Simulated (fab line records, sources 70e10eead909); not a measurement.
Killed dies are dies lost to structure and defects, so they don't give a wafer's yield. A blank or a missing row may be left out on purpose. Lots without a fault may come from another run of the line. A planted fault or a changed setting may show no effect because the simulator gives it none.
fab line records | flow nand_harc
record lots=24 wafers=72 last_day=25
route steps=1159 shown A_CONTACT@897 A_BLC@978
lots that met no fault: from a run of the same line without faults
start_h: hours from the record's first day to the start of the lot's first wafer shown | wait_h: hours since the lot's step before | " the same as in the row above | L1.1+2: a row that stands for several wafers | - no value, or no start given | * or withheld: withheld | < > ~ a bound
route shown NAME@n: a module of which the file shows steps, and the number in the route of the first | usual: mean/standard deviation of fault-free wafers | same: alike in all rows | chamber/n: place in a boat | sites: the reading at each site | _std_site: their standard deviation | _edge_site: outer sites' mean less inner sites' | radius_mm: how far each site lies from the wafer's centre | mask NAME#n: copy n | behind: the tool/chamber that last shaped the wafer | hold: why the lot was held/for how many hours/how that ended | device: the transistor (n, p or np) that didn't switch | end of line: the same wafers' tests at the end of the route | a step without rows: its recipe alone | killed: dies lost to structure and defects at the first sort, not the wafer's yield | map: a wafer's dies, x killed, . not, _ none there
set.NAME: the setting as run; set.NAME@STEP: as run at that earlier step | model.NAME: the simulator's own value behind a step, which no gauge read
steps of the route over a sample of lots; a table a step, a row a wafer
services: from which hour (start_h, from the record's first day; less than 0 if before it) a tool's chamber was out of use, for how many hours, and why
## steps
# step NHARC_A_CONTACT_OVL_MEAS_70
# usual overlay_x_nm=0.0/0.84 overlay_y_nm=-0.3/0.87
# columns lot.wafer tool chamber start_h wait_h overlay_x_nm overlay_y_nm
L074.1 overlay-02 - 380.53 - 0.1 -0.1
L074.3 " - " " -0.1 -0.2
L074.4 " - " " -0.1 -0.4
L076.2 overlay-02 - 385.61 - 0.4 -0.7
L076.3 " - " " 0.1 0.0
L076.5 " - " " -0.4 -0.5
L075.1 overlay-02 - 388.41 - -1.3 0.5
L075.4 " - " " -1.5 0.8
L075.5 " - " " -1.7 0.4
L077.1 overlay-01 - 404.51 - -0.5 0.2
L077.2 " - " " -0.4 0.2
L077.3 " - " " -0.6 0.6
L079.1 overlay-02 - 406.93 - 0.2 0.3
L079.2 " - " " 0.3 0.3
L079.3 " - " " 0.1 0.4
L078.1 overlay-01 - 410.17 - 0.4 0.1
L078.5 " - " " -0.3 0.1
L078.6 " - " " -0.2 -0.1
L082.1 overlay-01 - 424.24 - -1.4 -1.8
L082.4 " - " " -1.5 -1.5
L082.6 " - " " -2.2 -1.4
L081.2 overlay-01 - 426.21 - 0.2 0.2
L081.5 " - " " 0.0 0.5
L081.6 " - " " 0.3 0.2
L080.3 overlay-01 - 430.40 - 0.3 -0.5
L080.4 " - " " 0.8 -0.4
L080.6 " - " " 0.4 -0.6
L083.1 overlay-02 - 433.38 - 0.5 -1.2
L083.3 " - " " 0.5 -1.0
L083.6 " - " " 0.4 -0.6
L084.2 overlay-01 - 436.59 - -0.9 1.2
L084.3 " - " " -0.4 0.4
L084.4 " - " " -0.6 0.5
L087.2 overlay-01 - 445.53 - -0.5 -1.1
L087.4 " - " " -0.8 -1.5
L087.5 " - " " -0.1 -1.0
L088.2 overlay-02 - 446.36 - -0.8 0.4
L088.4 " - " " 0.4 0.8
L088.5 " - " " -0.1 0.3
L086.3 overlay-02 - 451.20 - 2.0 -0.4
L086.4 " - " " 1.4 -1.4
L086.5 " - " " 1.8 -0.7
L085.3 overlay-02 - 456.27 - 0.8 -0.8
L085.5 " - " " 1.1 -0.4
L085.6 " - " " 0.0 -1.1
L089.1 overlay-01 - 461.11 - 0.5 -0.6
L089.5 " - " " 0.5 -0.4
L089.6 " - " " 0.7 0.0
L090.3 overlay-02 - 466.67 - -1.5 0.6
L090.4 " - " " -1.1 0.6
L090.5 " - " " -0.6 0.1
L091.2 overlay-01 - 466.84 - 1.2 0.6
L091.5 " - " " 1.4 0.4
L091.6 " - " " 1.3 0.4
L092.1 overlay-01 - 476.51 - 0.1 -0.4
L092.5 " - " " 0.1 0.1
L092.6 " - " " 0.8 -0.2
L093.2 overlay-02 - 488.13 - 0.1 -2.0
L093.3 " - " " 0.3 -2.6
L093.6 " - " " 0.0 -2.3
L094.1 overlay-01 - 489.36 - -0.1 -1.7
L094.4 " - " " 0.0 -1.3
L094.6 " - " " 0.0 -1.4
L095.3 overlay-01 - 493.13 - 0.0 -0.2
L095.5 " - " " 0.4 0.1
L095.6 " - " " 0.3 0.4
L096.1 overlay-02 - 494.19 - -1.6 1.4
L096.2 " - " " -1.4 1.3
L096.4 " - " " -1.2 1.1
L097.2 overlay-02 - 525.43 - 0.5 0.5
L097.3 " - " " 0.6 0.0
L097.4 " - " " 0.7 0.3
# step NHARC_A_CONTACT_ETCH_134
# recipe source_w=withheld pressure_mtorr=20 bias_v=withheld time_s=140 target_depth_a=7000 ar_flow_sccm=withheld c4f8_flow_sccm=withheld o2_flow_sccm=withheld chemistry=C4F8/O2/Ar
# columns lot.wafer tool chamber start_h wait_h rf_hours_counter_h
L074.1 har_cap_etch-01 1 388.37 - 59
L074.3 " 1 " " -
L074.4 " 0 " " -
L076.2 har_cap_etch-01 0 393.63 - 59
L076.3 " 1 " " -
L076.5 " 0 " " -
L075.1 har_cap_etch-03 1 396.23 - 85
L075.4 " 0 " " -
L075.5 " 1 " " -
L077.1 har_cap_etch-02 0 414.68 - 15
L077.2 " 1 " " 15
L077.3 " 0 " " -
L079.1 har_cap_etch-01 1 415.85 - 63
L079.2 " 0 " " 63
L079.3 " 1 " " -
L078.1 har_cap_etch-01 1 421.63 - 63
L078.6 " 1 " " -
L078.5 " 0 " " -
L082.1 har_cap_etch-03 0 432.83 - 92
L082.4 " 1 " " -
L082.6 " 1 " " -
L081.2 har_cap_etch-01 1 435.70 - 67
L081.5 " 0 " " -
L081.6 " 1 " " -
L080.3 har_cap_etch-02 0 438.80 - -
L080.4 " 1 " " -
L080.6 " 0 " " -
L083.1 har_cap_etch-03 0 443.07 - 94
L083.3 " 0 " " -
L083.6 " 0 " " -
L084.2 har_cap_etch-01 1 444.51 - 68
L084.3 " 1 " " -
L084.4 " 0 " " -
L088.2 har_cap_etch-02 0 454.34 - 25
L088.4 " 0 " " -
L088.5 " 1 " " -
L087.2 har_cap_etch-01 1 454.95 - 72
L087.4 " 0 " " -
L087.5 " 1 " " -
L086.3 har_cap_etch-02 1 460.58 - -
L086.4 " 0 " " -
L086.5 " 0 " " -
L085.3 har_cap_etch-03 1 466.25 - -
L085.5 " 0 " " -
L085.6 " 1 " " -
L089.1 har_cap_etch-03 0 470.10 - 99
L089.6 " 1 " " -
L089.5 " 0 " " -
L091.2 har_cap_etch-01 1 475.58 - 76
L091.6 " 0 " " -
L091.5 " 1 " " -
L090.3 har_cap_etch-03 1 475.73 - -
L090.4 " 0 " " -
L090.5 " 1 " " -
L092.1 har_cap_etch-02 1 483.85 - 32
L092.6 " 0 " " -
L092.5 " 1 " " -
L093.2 har_cap_etch-01 1 497.15 - 81
L093.3 " 0 " " -
L093.6 " 1 " " -
L094.1 har_cap_etch-02 0 497.66 - 35
L094.4 " 0 " " -
L094.6 " 1 " " -
L095.3 har_cap_etch-03 0 501.51 - -
L095.5 " 1 " " -
L095.6 " 0 " " -
L096.1 har_cap_etch-01 1 502.33 - 82
L096.2 " 0 " " 82
L096.4 " 1 " " -
L097.2 har_cap_etch-02 1 533.17 - 40
L097.3 " 0 " " -
L097.4 " 1 " " -
# step NHARC_A_CONTACT_ETCH_139
# recipe source_w=withheld pressure_mtorr=20 bias_v=400 time_s=137 target_depth_a=5900 ar_flow_sccm=withheld c4f8_flow_sccm=11.5 o2_flow_sccm=7.2 chemistry=C4F8/O2/Ar
# columns lot.wafer tool chamber start_h wait_h rf_hours_counter_h
L074.1 har_cap_etch-01 1 389.06 0.1 59
L074.3 " 1 " " -
L074.4 " 0 " " -
L076.2 har_cap_etch-01 0 394.32 0.1 60
L076.3 " 1 " " -
L076.5 " 0 " " -
L075.1 har_cap_etch-03 1 396.92 0.1 85
L075.4 " 0 " " -
L075.5 " 1 " " -
L077.1 har_cap_etch-02 0 415.59 0.1 16
L077.2 " 1 " " 16
L077.3 " 0 " " -
L079.1 har_cap_etch-01 1 416.54 0.1 63
L079.2 " 0 " " 63
L079.3 " 1 " " -
L078.1 har_cap_etch-01 1 422.33 0.1 64
L078.6 " 1 " " -
L078.5 " 0 " " -
L082.1 har_cap_etch-03 0 433.51 0.1 92
L082.4 " 1 " " -
L082.6 " 1 " " -
L081.2 har_cap_etch-01 1 436.39 0.1 67
L081.5 " 0 " " -
L081.6 " 1 " " -
L080.3 har_cap_etch-02 0 439.49 0.1 -
L080.4 " 1 " " -
L080.6 " 0 " " -
L083.1 har_cap_etch-03 0 444.00 0.2 94
L083.3 " 0 " " -
L083.6 " 0 " " -
L084.2 har_cap_etch-01 1 445.19 0.1 69
L084.3 " 1 " " -
L084.4 " 0 " " -
L088.2 har_cap_etch-02 0 455.03 0.1 26
L088.4 " 0 " " -
L088.5 " 1 " " -
L087.2 har_cap_etch-01 1 455.64 0.1 72
L087.4 " 0 " " -
L087.5 " 1 " " -
L086.3 har_cap_etch-02 1 461.28 0.1 -
L086.4 " 0 " " -
L086.5 " 0 " " -
L085.3 har_cap_etch-03 1 466.95 0.2 -
L085.5 " 0 " " -
L085.6 " 1 " " -
L089.1 har_cap_etch-03 0 470.80 0.1 99
L089.6 " 1 " " -
L089.5 " 0 " " -
L091.2 har_cap_etch-01 1 476.27 0.1 77
L091.6 " 0 " " -
L091.5 " 1 " " -
L090.3 har_cap_etch-03 1 476.43 0.1 -
L090.4 " 0 " " -
L090.5 " 1 " " -
L092.1 har_cap_etch-02 1 484.55 0.1 33
L092.6 " 0 " " -
L092.5 " 1 " " -
L093.2 har_cap_etch-01 1 497.84 0.1 81
L093.3 " 0 " " -
L093.6 " 1 " " -
L094.1 har_cap_etch-02 0 498.35 0.1 36
L094.4 " 0 " " -
L094.6 " 1 " " -
L095.3 har_cap_etch-03 0 502.21 0.2 -
L095.5 " 1 " " -
L095.6 " 0 " " -
L096.1 har_cap_etch-01 1 503.03 0.1 82
L096.2 " 0 " " 82
L096.4 " 1 " " -
L097.2 har_cap_etch-02 1 533.86 0.1 40
L097.3 " 0 " " -
L097.4 " 1 " " -
# step NHARC_A_CONTACT_ETCH_98
# recipe target_depth_a=200 over_etch_frac=0.5 time_s=10 ion_energy_ev=250 c4f6_flow_sccm=25 o2_flow_sccm=20 ar_flow_sccm=500 rf_w=600 bias_w=500 chemistry=C4F6/O2
# usual bias_w=500.0/1.6 drypump_motor_current_A=5.7/0.53 oes_product_au=0.970/0.022 rf_fwd_power_W=587.5/2.9 rf_vpp_V=546/4 showerhead_plenum_p_Torr=3.88/0.19 throttle_valve_pct=26.903/0.009
# columns lot.wafer tool chamber start_h wait_h bias_w drypump_motor_current_A oes_product_au rf_fwd_power_W rf_hours_counter_h rf_vpp_V showerhead_plenum_p_Torr throttle_valve_pct
L074.4 rie_diel-01 2 - - 501.4 5.3 0.959 590.0 11 543 3.71 26.892
L074.3 " 3 " " 501.3 5.9 0.968 588.6 11 543 3.70 26.902
L074.1 " 0 " " 499.3 4.8 0.949 584.6 11 550 4.08 26.915
L076.3 rie_diel-01 1 394.88 0.1 498.5 5.1 0.993 581.9 11 544 3.78 26.908
L076.2 " 3 " " 499.7 5.9 1.004 590.4 11 543 3.70 26.900
L076.5 " 3 " " 499.2 5.9 1.005 590.7 - 543 3.70 26.908
L075.4 rie_diel-13 3 - - 497.8 5.4 0.943 584.6 42 552 4.16 26.900
L075.1 " 1 " " 500.7 6.3 0.933 588.3 43 545 3.86 26.900
L075.5 " 3 " " 500.0 5.4 0.941 584.1 - 552 4.16 26.913
L077.2 rie_diel-01 3 - - 498.7 5.9 0.943 592.6 14 542 3.69 26.899
L077.3 " 0 " " 501.0 4.9 0.949 584.4 14 551 4.08 26.927
L077.1 " 2 " " 498.7 5.3 0.930 587.3 14 542 3.71 26.900
L079.3 rie_diel-04 1 - - 501.2 6.6 0.964 587.6 51 546 3.90 26.921
L079.2 " 2 " " 499.3 6.3 0.932 591.8 47 552 4.20 26.903
L079.1 " 0 " " 498.0 5.8 0.945 586.0 45 541 3.67 26.906
L078.1 rie_diel-04 2 - - 497.2 6.3 0.966 588.0 49 552 4.20 26.910
L078.6 " 0 " " 502.3 5.8 0.951 589.2 - 543 3.67 26.907
L078.5 " 1 " " 498.8 6.6 0.973 589.1 - 546 3.90 26.901
L082.1 rie_diel-04 1 - - 499.9 6.6 0.984 587.4 58 545 3.90 26.893
L082.4 " 3 " " 500.9 6.2 0.969 584.9 44 542 3.73 26.894
L082.6 " 2 " " 501.2 6.3 0.973 590.4 - 552 4.19 26.888
L081.2 rie_diel-13 0 - - 498.6 5.3 0.949 584.8 55 542 3.70 26.904
L081.6 " 0 " " 499.6 5.3 0.952 587.9 - 542 3.70 26.899
L081.5 " 1 " " 496.5 6.3 0.957 587.4 - 546 3.85 26.913
L080.3 rie_diel-13 3 - - 499.3 5.4 0.957 585.8 55 549 4.15 26.899
L080.4 " 0 " " 498.7 5.3 0.976 585.0 56 542 3.70 26.902
L080.6 " 3 " " 499.0 5.4 0.950 585.6 - 552 4.15 26.894
L083.1 rie_diel-01 1 - - 499.7 5.1 0.934 582.1 22 544 3.78 26.896
L083.3 " 3 " " 497.7 5.8 0.955 592.3 22 543 3.69 26.894
L083.6 " 0 " " 499.8 4.9 0.948 586.2 - 549 4.08 26.898
L084.3 rie_diel-01 3 - - 502.4 5.9 0.970 591.8 23 541 3.69 26.887
L084.2 " 0 " " 499.0 4.9 0.975 584.0 20 549 4.08 26.903
L084.4 " 2 " " 503.4 5.3 0.957 585.6 22 542 3.70 26.909
L088.4 rie_diel-04 3 - - 498.2 6.2 0.954 585.8 52 542 3.73 26.901
L088.2 " 0 " " 498.6 5.8 0.940 586.9 59 541 3.66 26.897
L088.5 " 1 " " 499.7 6.6 0.973 589.2 - 546 3.89 26.909
L087.2 rie_diel-01 2 - - 500.3 5.4 0.937 589.5 25 544 3.70 26.890
L087.4 " 0 " " 502.9 4.9 0.965 588.0 24 551 4.07 26.914
L087.5 " 1 " " 502.4 5.1 0.944 587.1 - 544 3.77 26.906
L086.3 rie_diel-01 2 - - 501.0 5.4 0.983 585.7 28 541 3.70 26.891
L086.4 " 3 " " 498.7 5.9 0.986 591.1 29 542 3.69 26.920
L086.5 " 1 " " 497.3 5.1 0.972 584.5 - 545 3.77 26.894
L085.3 rie_diel-01 2 - - 499.2 5.3 0.944 585.5 29 542 3.70 26.907
L085.6 " 3 " " 500.1 5.9 0.965 592.0 - 542 3.69 26.915
L085.5 " 0 " " 499.5 4.9 0.967 585.4 - 550 4.07 26.908
L089.1 rie_diel-13 1 - - 499.1 6.3 0.997 587.0 2 545 3.84 26.900
L089.5 " 2 " " 500.2 5.8 1.002 585.7 - 545 3.81 26.907
L089.6 " 3 " " 499.2 5.5 0.988 582.8 - 552 4.15 26.908
L091.2 rie_diel-04 3 - - 500.5 6.1 0.994 586.4 0 543 3.72 26.900
L091.6 " 2 " " 501.9 6.3 0.998 590.5 - 552 4.19 26.896
L091.5 " 3 " " 502.1 6.2 0.996 586.1 - 541 3.72 26.917
L090.4 rie_diel-04 0 - - 502.0 5.8 0.994 588.4 0 554 4.23 26.907
L090.3 " 1 " " 500.4 6.6 1.009 588.0 0 546 3.89 26.901
L090.5 " 3 " " 499.1 6.2 1.009 583.1 - 542 3.72 26.897
L092.1 rie_diel-01 2 - - 499.0 5.3 0.988 586.8 32 541 3.70 26.905
L092.6 " 2 " " 501.3 5.3 0.990 587.8 - 542 3.70 26.904
L092.5 " 3 " " 497.5 5.9 0.994 592.8 - 541 3.68 26.903
L093.3 rie_diel-04 1 - - 497.6 6.5 0.986 586.2 7 545 3.89 26.896
L093.2 " 3 " " 500.5 6.1 0.989 580.6 8 544 3.72 26.894
L093.6 " 0 " " 499.4 5.8 0.956 587.4 - 552 4.22 26.918
L094.4 rie_diel-04 2 - - 499.9 6.3 0.977 593.9 8 553 4.18 26.910
L094.1 " 3 " " 500.2 6.1 0.977 586.2 8 542 3.72 26.910
L094.6 " 3 " " 501.3 6.2 0.964 587.8 - 542 3.72 26.902
L095.3 rie_diel-01 1 - - 499.4 5.1 1.002 585.4 1 543 3.77 26.891
L095.6 " 1 " " 498.4 5.1 1.003 585.8 - 543 3.77 26.898
L095.5 " 2 " " 501.8 5.3 0.994 584.8 - 544 3.70 26.895
L096.4 rie_diel-13 1 - - 500.0 6.3 1.005 587.4 14 544 3.84 26.908
L096.2 " 2 " " 500.7 5.8 0.981 589.0 11 544 3.80 26.878
L096.1 " 0 " " 500.2 5.3 1.004 587.9 15 541 3.69 26.904
L097.3 rie_diel-04 3 - - 503.7 6.2 0.942 586.9 21 543 3.71 26.897
L097.2 " 0 " " 499.4 5.8 0.945 588.0 22 552 4.21 26.903
L097.4 " 1 " " 499.2 6.5 0.967 590.4 22 547 3.88 26.908
# step NHARC_A_BLC_ETCH_16
# recipe target_depth_a=390 over_etch_frac=0.3 time_s=65 ion_energy_ev=80 cf4_flow_sccm=150 ar_flow_sccm=0 rf_w=300 bias_w=100 chemistry=CF4
# usual bias_w=100.03/0.3 drypump_motor_current_A=5.5/0.34 oes_product_au=1.005/0.011 rf_fwd_power_W=297.4/0.99 rf_vpp_V=151.7/1.2 showerhead_plenum_p_Torr=1.81/0.075 throttle_valve_pct=13.284/0.0089
# columns lot.wafer tool chamber start_h wait_h bias_w drypump_motor_current_A oes_product_au rf_fwd_power_W rf_hours_counter_h rf_vpp_V showerhead_plenum_p_Torr throttle_valve_pct
L074.3 rie_diel-08 3 400.94 0.1 100.01 5.6 0.998 297.3 10 151.0 1.77 13.294
L074.4 " 0 " " 99.89 5.5 0.997 298.6 9 152.6 1.89 13.290
L074.1 " 1 " " 100.77 5.1 1.000 297.1 9 153.3 1.89 13.283
L076.2 rie_diel-08 1 402.52 0.1 100.48 5.1 1.000 297.2 10 152.2 1.89 13.267
L076.3 " 3 " " 100.09 5.6 0.999 295.7 10 151.8 1.77 13.278
L076.5 " 1 " " 100.07 5.1 0.997 297.2 - 153.9 1.89 13.292
L075.4 rie_diel-11 3 402.88 0.1 99.61 6.4 1.031 295.8 2 153.1 1.88 13.284
L075.1 " 0 " " 99.89 5.4 1.013 297.5 2 153.0 1.83 13.276
L075.5 " 3 " " 100.18 6.4 1.017 296.8 - 152.8 1.88 13.283
L077.1 rie_diel-02 0 419.90 0.1 100.07 5.5 0.987 299.5 29 149.3 1.73 13.287
L077.3 " 1 " " 99.30 5.5 0.991 296.6 28 150.2 1.71 13.272
L077.2 " 3 " " 100.12 5.4 1.011 297.9 30 152.5 1.82 13.279
L079.1 rie_diel-11 0 420.69 0.1 100.05 5.4 1.008 297.4 4 153.2 1.83 13.295
L079.2 " 1 " " 99.93 5.7 1.003 294.3 4 150.6 1.69 13.286
L079.3 " 2 " " 99.63 5.8 1.017 298.1 4 152.9 1.89 13.289
L078.1 rie_diel-08 1 428.55 0.1 100.11 5.1 0.999 298.1 13 152.5 1.89 13.283
L078.6 " 0 " " 100.42 5.5 0.983 296.1 - 151.7 1.89 13.290
L078.5 " 1 " " 99.63 5.1 0.998 296.9 - 153.2 1.89 13.297
L082.4 rie_diel-08 2 437.89 0.1 99.67 5.4 1.017 296.4 13 150.4 1.72 13.289
L082.1 " 0 " " 99.26 5.4 0.992 296.9 14 152.1 1.89 13.285
L082.6 " 2 " " 100.09 5.4 1.018 297.3 - 151.0 1.72 13.269
L081.2 rie_diel-02 1 440.30 0.1 99.58 5.5 0.977 297.2 33 149.8 1.71 13.278
L081.6 " 2 " " 99.82 6.1 0.990 296.2 - 150.2 1.75 13.282
L081.5 " 3 " " 100.15 5.4 1.005 297.6 - 151.7 1.82 13.267
L080.4 rie_diel-08 2 443.21 0.1 100.06 5.4 1.013 298.3 13 148.4 1.71 13.263
L080.3 " 3 " " 100.14 5.6 1.003 297.6 14 152.1 1.77 13.286
L080.6 " 0 " " 100.04 5.5 0.984 296.9 - 152.6 1.89 13.278
L083.3 rie_diel-08 3 447.88 0.1 99.80 5.6 1.014 296.4 15 151.2 1.77 13.305
L083.1 " 1 " " 100.01 5.1 1.001 295.8 15 151.7 1.89 13.265
L083.6 " 0 " " 100.22 5.5 0.997 297.0 - 152.5 1.89 13.290
L084.4 rie_diel-08 3 455.79 0.1 99.76 5.6 1.020 297.7 16 152.7 1.76 13.285
L084.2 " 1 " " 100.35 5.1 1.007 296.5 16 152.0 1.89 13.290
L084.3 " 2 " " 99.97 5.3 1.013 297.3 15 150.4 1.71 13.287
L088.2 rie_diel-08 0 460.50 0.1 100.30 5.5 0.998 297.3 16 152.9 1.89 13.301
L088.4 " 3 " " 100.08 5.6 1.010 296.1 17 150.7 1.76 13.294
L088.5 " 0 " " 99.68 5.5 0.990 297.9 - 153.1 1.89 13.284
L087.2 rie_diel-11 0 461.15 0.1 100.29 5.4 1.007 297.7 8 151.9 1.83 13.279
L087.5 " 1 " " 99.50 5.7 0.993 297.7 - 150.1 1.69 13.273
L087.4 " 3 " " 100.14 6.4 1.015 296.0 - 154.1 1.88 13.280
L086.4 rie_diel-08 3 465.16 0.1 100.05 5.6 1.008 296.5 18 151.2 1.76 13.297
L086.3 " 2 " " 100.51 5.4 1.019 298.5 16 150.2 1.71 13.292
L086.5 " 3 " " 99.69 5.6 1.014 298.1 - 152.6 1.76 13.284
L085.3 rie_diel-11 0 470.96 0.1 100.06 5.4 1.011 296.0 10 151.5 1.83 13.278
L085.6 " 1 " " 99.79 5.7 1.008 295.4 - 150.4 1.68 13.289
L085.5 " 3 " " 99.96 6.4 1.023 297.6 - 152.9 1.88 13.275
L089.1 rie_diel-08 2 478.18 0.1 100.03 5.4 1.014 298.0 18 150.2 1.71 13.295
L089.6 " 2 " " 100.28 5.4 1.018 298.3 - 150.0 1.71 13.297
L089.5 " 3 " " 99.93 5.6 1.013 296.4 - 151.8 1.76 13.273
L091.2 rie_diel-11 3 491.82 0.1 100.14 6.4 1.007 298.1 14 152.0 1.88 13.279
L091.5 " 1 " " 100.14 5.6 1.007 298.0 - 148.6 1.68 13.277
L091.6 " 2 " " 99.70 5.8 1.030 297.1 - 153.6 1.89 13.298
L090.4 rie_diel-02 2 492.48 0.1 100.03 6.1 0.998 297.5 56 151.2 1.74 13.292
L090.3 " 0 " " 99.72 5.5 0.994 299.6 56 151.2 1.73 13.260
L090.5 " 2 " " 100.20 6.1 1.004 296.7 - 150.3 1.74 13.275
L092.1 rie_diel-11 2 493.55 0.1 100.33 5.8 1.021 297.5 9 152.9 1.88 13.289
L092.6 " 3 " " 99.98 6.4 1.004 297.0 - 151.7 1.88 13.283
L092.5 " 0 " " 100.07 5.4 1.005 298.1 - 152.5 1.83 13.284
L093.2 rie_diel-08 3 501.96 0.1 100.29 5.6 1.014 296.3 1 150.9 1.76 13.295
L093.3 " 1 " " 100.35 5.1 1.006 298.0 1 154.3 1.89 13.284
L093.6 " 2 " " 100.40 5.4 1.007 297.2 - 148.9 1.71 13.279
L094.1 rie_diel-11 3 502.99 0.1 100.23 6.4 1.016 296.7 14 151.9 1.88 13.275
L094.4 " 3 " " 100.29 6.4 1.012 295.9 - 152.5 1.88 13.294
L094.6 " 0 " " 100.04 5.4 1.002 297.7 - 151.9 1.83 13.299
L095.3 rie_diel-08 1 507.06 0.1 99.93 5.1 1.005 297.7 1 151.6 1.89 13.266
L095.6 " 2 " " 100.61 5.4 1.020 298.8 - 150.8 1.71 13.285
L095.5 " 3 " " 99.50 5.6 1.012 295.3 - 151.2 1.76 13.284
L096.1 rie_diel-08 1 508.25 0.1 99.73 5.1 1.015 298.4 2 151.3 1.89 13.284
L096.4 " 2 " " 100.09 5.3 1.019 295.9 2 150.3 1.71 13.301
L096.2 " 0 " " 100.43 5.5 0.994 297.8 2 153.0 1.89 13.292
L097.2 rie_diel-08 2 539.82 0.1 99.84 5.4 1.019 297.6 4 149.8 1.71 13.291
L097.4 " 0 " " 99.87 5.5 0.988 299.1 5 151.8 1.89 13.289
L097.3 " 1 " " 99.86 5.1 1.011 296.8 4 151.9 1.89 13.279
# step NHARC_A_BLC_DEGAS_30
# recipe temp_c=300 time_s=60
# usual heater_power_w=477/29
# columns lot.wafer tool chamber start_h wait_h heater_power_w
L074.4 pvd_sputter-02 - 402.42 - 491
L074.3 " - " " 470
L074.1 " - " " 531
L076.3 pvd_sputter-03 - 404.06 - 467
L076.2 " - " " 487
L076.5 " - " " 461
L075.4 pvd_sputter-01 - 404.36 - 513
L075.1 " - " " 473
L075.5 " - " " 541
L077.3 pvd_sputter-02 - 421.38 - 525
L077.2 " - " " 444
L077.1 " - " " 480
L079.2 pvd_sputter-03 - 422.17 - 491
L079.3 " - " " 458
L079.1 " - " " 454
L078.1 pvd_sputter-01 - 430.07 - 508
L078.6 " - " " 508
L078.5 " - " " 464
L082.1 pvd_sputter-03 - 439.39 - 454
L082.4 " - " " 456
L082.6 " - " " 474
L081.2 pvd_sputter-02 - 441.81 - 503
L081.6 " - " " 488
L081.5 " - " " 466
L080.4 pvd_sputter-03 - 444.69 - 500
L080.3 " - " " 459
L080.6 " - " " 474
L083.1 pvd_sputter-02 - 449.41 - 461
L083.3 " - " " 527
L083.6 " - " " 498
L084.2 pvd_sputter-03 - 457.32 - 501
L084.3 " - " " 479
L084.4 " - " " 454
L088.4 pvd_sputter-02 - 462.00 - 487
L088.2 " - " " 471
L088.5 " - " " 428
L087.2 pvd_sputter-01 - 462.78 - 475
L087.4 " - " " 537
L087.5 " - " " 428
L086.3 pvd_sputter-01 - 466.66 - 547
L086.4 " - " " 513
L086.5 " - " " 475
L085.3 pvd_sputter-02 - 472.68 - 496
L085.6 " - " " 479
L085.5 " - " " 514
L089.1 pvd_sputter-03 - 479.74 - 450
L089.6 " - " " 456
L089.5 " - " " 483
L091.2 pvd_sputter-03 - 493.30 - 478
L091.5 " - " " 466
L091.6 " - " " 482
L090.4 pvd_sputter-03 - 494.01 - 480
L090.3 " - " " 481
L090.5 " - " " 477
L092.1 pvd_sputter-02 - 495.19 - 469
L092.6 " - " " 426
L092.5 " - " " 502
L093.3 pvd_sputter-03 - 503.45 - 485
L093.2 " - " " 439
L093.6 " - " " 467
L094.1 pvd_sputter-03 - 504.64 - 470
L094.4 " - " " 495
L094.6 " - " " 447
L095.3 pvd_sputter-02 - 508.59 - 463
L095.5 " - " " 524
L095.6 " - " " 429
L096.2 pvd_sputter-02 - 509.77 - 500
L096.4 " - " " 440
L096.1 " - " " 492
L097.2 pvd_sputter-01 - 541.33 - 505
L097.4 " - " " 478
L097.3 " - " " 496
## services
# columns tool chamber start_h hours kind
rie_diel-11 1 364.91 8.4 repair
rie_diel-04 3 365.31 26.3 repair
rie_diel-11 - 366.50 9.0 pm
pvd_sputter-03 - 371.78 14.9 repair
rie_diel-08 0 384.53 - clean
rie_diel-08 1 384.53 - clean
rie_diel-08 2 384.53 - clean
rie_diel-01 0 391.93 6.4 repair
pvd_sputter-02 - 392.04 10.0 pm
rie_diel-04 0 406.09 10.4 repair
rie_diel-13 2 415.09 6.4 repair
rie_diel-01 0 422.42 2.4 repair
pvd_sputter-01 - 438.65 3.7 repair
rie_diel-13 - 453.00 9.0 pm
rie_diel-11 2 455.87 6.0 repair
rie_diel-11 2 465.20 21.8 repair
rie_diel-04 - 467.04 9.0 pm
rie_diel-08 - 478.97 9.0 pm
har_cap_etch-01 - 479.00 0.8 repair
rie_diel-13 2 494.78 4.1 repair
rie_diel-02 - 504.98 9.0 pm
pvd_sputter-01 - 514.00 10.0 pm
rie_diel-04 3 519.94 5.5 repair
rie_diel-13 0 531.08 2.8 repair
## key
fault none
